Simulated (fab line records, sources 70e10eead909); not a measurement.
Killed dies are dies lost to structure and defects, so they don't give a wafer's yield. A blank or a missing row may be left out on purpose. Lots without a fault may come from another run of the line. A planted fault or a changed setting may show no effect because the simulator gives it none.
Chamber matching | flow nand_harc | NHARC_A_SGD_CUT_ETCHBACK_24 on rie_diel-13: 4 sister chambers
The step etches the open film in CH3F/O2, target depth 50 nm, time 92.857 s. 8 wafers are shown with their chamber, then 7 later ones without.

WAFERS WITH THEIR CHAMBER
wafer  | chamber | showerhead_plenum_p_Torr (Torr) | drypump_motor_current_A (A)
L075.6 | 1       | 2.59                            | 5.2
L077.5 | 3       | 2.61                            | 5.5
L079.4 | 3       | 2.60                            | 5.5
L081.1 | 2       | 2.54                            | 5.5
L081.3 | 0       | 2.38                            | 6.1
L081.6 | 0       | 2.38                            | 6.1
L090.1 | 1       | 2.58                            | 5.1
L090.2 | 2       | 2.54                            | 5.5

WAFERS WITHOUT THEIR CHAMBER
wafer  | showerhead_plenum_p_Torr (Torr) | drypump_motor_current_A (A)
L090.4 | 2.37                            | 6.1
L094.1 | 2.54                            | 5.5
L094.3 | 2.37                            | 6.1
L094.5 | 2.58                            | 5.2
L095.2 | 2.58                            | 5.1
L095.4 | 2.58                            | 5.1
L095.5 | 2.54                            | 5.5

WHICH CHAMBER EACH WENT THROUGH
wafer  | from the rows above | in truth
L090.4 | 0                   | 0
L094.1 | 2                   | 2
L094.3 | 0                   | 0
L094.5 | 1                   | 1
L095.2 | 1                   | 1
L095.4 | 1                   | 1
L095.5 | 2                   | 2
Placed correctly: 7 of 7. Can't be placed from these rows: 0. Placed wrongly: 0.
How it was worked out, from the rows above alone: a wafer's distance from a chamber is the root of the sum, over the readings, of the square of ((its reading less the chamber's mean) divided by the reading's scatter). The wafer belongs to the nearest chamber; if the next one is less than 2 further off, it can't be placed. A chamber's mean is the mean of its shown wafers. The scatter: the root of (the sum of the squares of (reading less its chamber's mean) over the shown wafers, divided by (wafers less chambers)).
